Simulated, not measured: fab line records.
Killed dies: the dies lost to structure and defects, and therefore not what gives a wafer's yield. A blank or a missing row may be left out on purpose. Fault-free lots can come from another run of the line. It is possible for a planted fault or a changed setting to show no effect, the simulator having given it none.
Matching of chambers / flow nand_harc / NHARC_A_CHANNEL_FILL_D2_ETCHBACK_20 on rie_diel-07 has 4 sister chambers
The step etches the open film in C4F8/O2/Ar, target depth 27 nm, time 13.5 s. 22 wafers are shown with their chamber, then 11 later ones without.

== WAFERS WITH THEIR CHAMBER ==
wafer=L076.2; chamber=0; rf_vpp_V (V)=974; oes_product_au (a.u.)=0.996
wafer=L076.3; chamber=3; rf_vpp_V (V)=979; oes_product_au (a.u.)=1.009
wafer=L076.4; chamber=1; rf_vpp_V (V)=978; oes_product_au (a.u.)=0.992
wafer=L078.1; chamber=1; rf_vpp_V (V)=977; oes_product_au (a.u.)=0.968
wafer=L078.3; chamber=3; rf_vpp_V (V)=978; oes_product_au (a.u.)=0.991
wafer=L078.5; chamber=3; rf_vpp_V (V)=978; oes_product_au (a.u.)=0.983
wafer=L081.1; chamber=2; rf_vpp_V (V)=986; oes_product_au (a.u.)=0.994
wafer=L081.2; chamber=0; rf_vpp_V (V)=973; oes_product_au (a.u.)=1.007
wafer=L081.3; chamber=3; rf_vpp_V (V)=979; oes_product_au (a.u.)=0.985
wafer=L082.3; chamber=3; rf_vpp_V (V)=980; oes_product_au (a.u.)=0.948
wafer=L082.4; chamber=0; rf_vpp_V (V)=974; oes_product_au (a.u.)=0.945
wafer=L082.5; chamber=2; rf_vpp_V (V)=987; oes_product_au (a.u.)=0.958
wafer=L084.2; chamber=3; rf_vpp_V (V)=977; oes_product_au (a.u.)=0.983
wafer=L084.3; chamber=1; rf_vpp_V (V)=978; oes_product_au (a.u.)=0.995
wafer=L084.6; chamber=2; rf_vpp_V (V)=989; oes_product_au (a.u.)=1.001
wafer=L087.2; chamber=3; rf_vpp_V (V)=978; oes_product_au (a.u.)=1.002
wafer=L087.4; chamber=0; rf_vpp_V (V)=974; oes_product_au (a.u.)=0.998
wafer=L087.5; chamber=3; rf_vpp_V (V)=978; oes_product_au (a.u.)=1.006
wafer=L089.3; chamber=1; rf_vpp_V (V)=977; oes_product_au (a.u.)=1.016
wafer=L089.4; chamber=1; rf_vpp_V (V)=978; oes_product_au (a.u.)=1.011
wafer=L089.5; chamber=0; rf_vpp_V (V)=975; oes_product_au (a.u.)=1.025
wafer=L090.1; chamber=0; rf_vpp_V (V)=973; oes_product_au (a.u.)=1.006

SIGNATURES (means of the wafers above)
reading=rf_vpp_V; chamber 0=973.83; chamber 1=977.60; chamber 2=987.33; chamber 3=978.38; scatter within a chamber=0.9
reading=oes_product_au; chamber 0=0.99617; chamber 1=0.99640; chamber 2=0.98433; chamber 3=0.98838; scatter within a chamber=0.0221
Rule: a wafer lies at a distance from a chamber equal to the root of the sum of squares, over the readings, of (its reading less the chamber's mean, divided by the reading's scatter). The wafer belongs to the nearest chamber; if the next one is less than 2 further off, it can't be placed. The scatter is the square root of a quotient: the sum, over the shown wafers, of each reading's squared deviation from its chamber's mean, divided by wafers minus chambers.

== WAFERS WHOSE CHAMBER IS MISSING ==
wafer=L090.3; rf_vpp_V (V)=976; oes_product_au (a.u.)=1.003
wafer=L090.6; rf_vpp_V (V)=980; oes_product_au (a.u.)=0.981
wafer=L093.3; rf_vpp_V (V)=976; oes_product_au (a.u.)=0.990
wafer=L093.5; rf_vpp_V (V)=979; oes_product_au (a.u.)=0.992
wafer=L093.6; rf_vpp_V (V)=988; oes_product_au (a.u.)=1.006
wafer=L096.1; rf_vpp_V (V)=978; oes_product_au (a.u.)=0.967
wafer=L096.5; rf_vpp_V (V)=979; oes_product_au (a.u.)=0.959
wafer=L096.6; rf_vpp_V (V)=974; oes_product_au (a.u.)=0.998
wafer=L097.1; rf_vpp_V (V)=977; oes_product_au (a.u.)=1.001
wafer=L097.4; rf_vpp_V (V)=979; oes_product_au (a.u.)=0.998
wafer=L097.5; rf_vpp_V (V)=979; oes_product_au (a.u.)=0.999

== THE CHAMBER EACH PASSED THROUGH ==
wafer=L090.3; from the rows above=can't be placed: 1 or 0 or 3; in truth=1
wafer=L090.6; from the rows above=can't be placed: 3 or 1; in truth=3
wafer=L093.3; from the rows above=can't be placed: 1 or 0 or 3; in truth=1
wafer=L093.5; from the rows above=can't be placed: 3 or 1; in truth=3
wafer=L093.6; from the rows above=2; in truth=2
wafer=L096.1; from the rows above=can't be placed: 3 or 1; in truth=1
wafer=L096.5; from the rows above=can't be placed: 3 or 1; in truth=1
wafer=L096.6; from the rows above=0; in truth=0
wafer=L097.1; from the rows above=can't be placed: 1 or 3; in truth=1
wafer=L097.4; from the rows above=can't be placed: 3 or 1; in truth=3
wafer=L097.5; from the rows above=can't be placed: 3 or 1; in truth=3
Correct placement for 2 of the 11. From these rows, 9 cannot be placed; in 9 the true chamber is one of the candidates. Wrongly placed: 0.
